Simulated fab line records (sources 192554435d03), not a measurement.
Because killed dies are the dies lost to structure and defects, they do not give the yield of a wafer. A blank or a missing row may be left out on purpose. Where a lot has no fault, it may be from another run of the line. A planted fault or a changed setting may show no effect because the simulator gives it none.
Matching of chambers | flow n5-finfet | 3 sister chambers for N5_BEOL_M9_CURE_72 on uv-cure-01
The step cures SiCOH lowk, time 120 s. 33 wafers are shown with their chamber, then 12 later ones without.

== WAFERS WITH THEIR CHAMBER ==
wafer  | chamber | wafer_temp_C_max | lamp-power-pct (%)
L075.1 | 1       | 371.8            | 52.32
L075.2 | 1       | 372.1            | 52.36
L075.4 | 1       | 371.8            | 52.30
L075.3 | 1       | 372.1            | 52.28
L075.5 | 1       | 371.9            | 52.37
L075.6 | 1       | 371.8            | 52.28
L077.2 | 2       | 371.1            | 52.26
L077.5 | 2       | 371.4            | 52.33
L077.6 | 2       | 371.3            | 52.37
L076.2 | 2       | 371.6            | 52.25
L076.3 | 2       | 371.7            | 52.30
L076.4 | 2       | 371.7            | 52.38
L078.1 | 0       | 371.5            | 52.19
L078.4 | 0       | 371.0            | 52.40
L078.5 | 0       | 371.6            | 52.23
L078.2 | 0       | 371.5            | 52.25
L078.3 | 0       | 371.1            | 52.35
L078.6 | 0       | 371.4            | 52.41
L083.4 | 0       | 371.2            | 52.31
L083.5 | 0       | 371.2            | 52.28
L083.6 | 0       | 370.9            | 52.38
L086.2 | 1       | 371.6            | 52.25
L086.5 | 1       | 371.7            | 52.34
L086.6 | 1       | 372.1            | 52.33
L087.2 | 2       | 371.3            | 52.31
L087.3 | 2       | 371.7            | 52.38
L087.6 | 2       | 371.2            | 52.25
L090.1 | 0       | 371.1            | 52.25
L090.3 | 0       | 371.0            | 52.22
L090.5 | 0       | 371.1            | 52.28
L089.2 | 0       | 371.6            | 52.29
L089.4 | 0       | 371.0            | 52.28
L089.6 | 0       | 371.1            | 52.37

SIGNATURES (means of the wafers above)
reading          | chamber 0 | chamber 1 | chamber 2 | scatter within a chamber
wafer_temp_C_max | 371.220   | 371.878   | 371.444   | 0.224
lamp-power-pct   | 52.2993   | 52.3144   | 52.3144   | 0.0583
Rule: a wafer's distance from a chamber is the root of the sum, over the readings, of the square of ((its reading less the chamber's mean) divided by the reading's scatter). If the next closest chamber is less than 2 further off than the closest, the wafer can't be placed; otherwise it belongs to the closest. The scatter: take each reading less its chamber's mean, square it, sum over the shown wafers, divide by the number of wafers less the number of chambers, and take the root.

== WAFERS WITH NO CHAMBER GIVEN ==
wafer  | wafer_temp_C_max | lamp-power-pct (%)
L093.1 | 372.0            | 52.24
L093.5 | 371.1            | 52.23
L093.6 | 371.2            | 52.30
L094.2 | 371.4            | 52.31
L094.3 | 371.0            | 52.37
L094.5 | 371.1            | 52.33
L097.2 | 371.0            | 52.32
L097.4 | 370.9            | 52.36
L097.5 | 371.1            | 52.37
L096.4 | 371.0            | 52.34
L096.5 | 371.1            | 52.32
L096.6 | 371.1            | 52.37

== WHICH CHAMBER EACH WENT THROUGH ==
wafer  | from the rows above          | in truth
L093.1 | can't be placed: 1 or 2      | 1
L093.5 | can't be placed: 0 or 2      | 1
L093.6 | can't be placed: 0 or 2      | 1
L094.2 | can't be placed: 2 or 0 or 1 | 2
L094.3 | can't be placed: 0 or 2      | 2
L094.5 | can't be placed: 0 or 2      | 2
L097.2 | can't be placed: 0 or 2      | 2
L097.4 | can't be placed: 0 or 2      | 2
L097.5 | can't be placed: 0 or 2      | 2
L096.4 | can't be placed: 0 or 2      | 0
L096.5 | can't be placed: 0 or 2      | 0
L096.6 | can't be placed: 0 or 2      | 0
Correctly placed: 0 of 12. Unplaceable from these rows: 12, with the true chamber sitting among the candidates in 10. Wrongly placed: 0.
